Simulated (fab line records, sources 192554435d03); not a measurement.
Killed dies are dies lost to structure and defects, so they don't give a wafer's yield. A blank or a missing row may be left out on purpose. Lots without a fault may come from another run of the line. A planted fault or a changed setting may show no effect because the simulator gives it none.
Problem report in the 8D (eight disciplines) form, filled by code | flow n5_finfet | the parts of the form that need people (team, actions taken, sign-off) are left out

1. THE PROBLEM
raw_defect_count at N5_BEOL_M6_INSPECT_13 reads a mean of 984 on 1 wafer of 1 lot; wafers without a fault read 405 with a standard deviation of 93. That is +6.2 standard deviations from the usual mean.
The step: inspects for defects (brightfield).
First seen on wafer L207.2, day 13 17:40, on defect_inspect-01. The record holds 30 wafers of 10 lots with a number at this step. Rule for "out", or "out of limits": more than 4 standard deviations from the usual mean. The other wafers with a number count as sound.

2. WHAT IT IS AND WHAT IT IS NOT
question                    | is                | is not
which readings at this step | raw_defect_count  | -
which lots                  | L207              | L194, L197, L198, L199, L200, L205, L212, L213, L216
which wafers of those lots  | L207.2            | L207.1, L207.5
read on which gauges        | defect_inspect-01 | defect_inspect-02
when                        | from day 13 17:40 | up to then (20 sound wafers); but 9 sound wafers of L212, L213, L216 came after

3. SUSPECTS, AND WHAT RULES EACH OUT
Counting: a tool at a process step up to the reading stays a suspect if it ran every lot that is out. Sound lots after the first of them don't rule it out here, since some wafers of a struck lot are sound.
- the gauge at N5_BEOL_M6_INSPECT_13: ruled out. All the wafers that are out were read on defect_inspect-01, but those of them that N5_BEOL_M6_INSPECT_30 has rows for are out there too, on other tools.
- uv_cure-02 at N5_BEOL_M6_CURE_74 (cures SiCOH lowk, time 240 s): kept. It ran the lot that is out, L207 (day 13 16:01); its last sound lot up to then is L199 (day 11 13:26).
- pecvd-02 at N5_BEOL_M6_PECVD_70 (deposits SiO2 from TEOS/O2, target thk 20 nm, time 22.7 s): kept. It ran the lot that is out, L207 (day 13 16:34); its last sound lot up to then is L205 (day 13 02:57).
- Within pecvd-02 at N5_BEOL_M6_PECVD_70: the wafers that are out ran in chamber 2; their sound lot-mates ran in chamber 0.
Left after counting: uv_cure-02 at N5_BEOL_M6_CURE_74, pecvd-02 at N5_BEOL_M6_PECVD_70.

4. THE CAUSE (what the simulator had put in)
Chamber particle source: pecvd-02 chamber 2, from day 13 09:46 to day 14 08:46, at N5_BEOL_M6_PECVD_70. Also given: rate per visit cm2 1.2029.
Counting left 2 suspects, and this tool is among them.

5. THE CHAIN OF EFFECTS, in route order
Each row: a reading whose mean over the struck wafers that have a number lies more than 3 standard deviations from the usual. Only readings for which the record gives a usual standard deviation are gone through. hours: the time from each lot's start at the first step in this table that gives one to its start at this step, as a median over the lots. sigmas: the change in usual standard deviations.
hours | step                    | reading              | usual  | on struck wafers | change | sigmas
0     | N5_BEOL_M6_INSPECT_13   | raw_defect_count     | 405    | 984              | +579   | +6.2
1     | N5_BEOL_M6_INSPECT_30   | raw_defect_count     | 409    | 1006             | +597   | +6.7
102   | N5_PASSIVATION_PROBE_49 | defect_limited_yield | 91.0 % | 82.5             | -8.5   | -6.1
102   | N5_PASSIVATION_PROBE_49 | killed_at_M4_up      | 14     | 88               | +74    | +15
102   | N5_PASSIVATION_PROBE_49 | killed_dies          | 106    | 206              | +100   | +5.9
102   | N5_PASSIVATION_PROBE_49 | killed_on_rim        | 14     | 29               | +15    | +3.9
102   | N5_PASSIVATION_PROBE_49 | sort_bin_5_function  | 5.2 %  | 9.9              | +4.7   | +4.9
102   | N5_PASSIVATION_PROBE_49 | sort_n_pass          | 1074   | 974              | -100   | -5.9
102   | N5_PASSIVATION_PROBE_49 | sort_yield_pct       | 91.0 % | 82.5             | -8.5   | -6.1
The process steps in it:
- N5_PASSIVATION_PROBE_49

6. WHAT WOULD HAVE CAUGHT IT SOONER
In this record the first reading out of limits at a measuring or inspecting step was taken at day 13 17:40, 8 hours after the fault began at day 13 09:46.
Of the tool readings at N5_BEOL_M6_PECVD_70 for which the record gives a usual standard deviation, none was out on any struck wafer, so an alarm limit of 4 standard deviations on them would not have fired.
All the lots that are out (1) had begun N5_BEOL_M6_PECVD_70 on pecvd-02 by day 13 17:40. A hold on the tool at that time would have spared none of them.
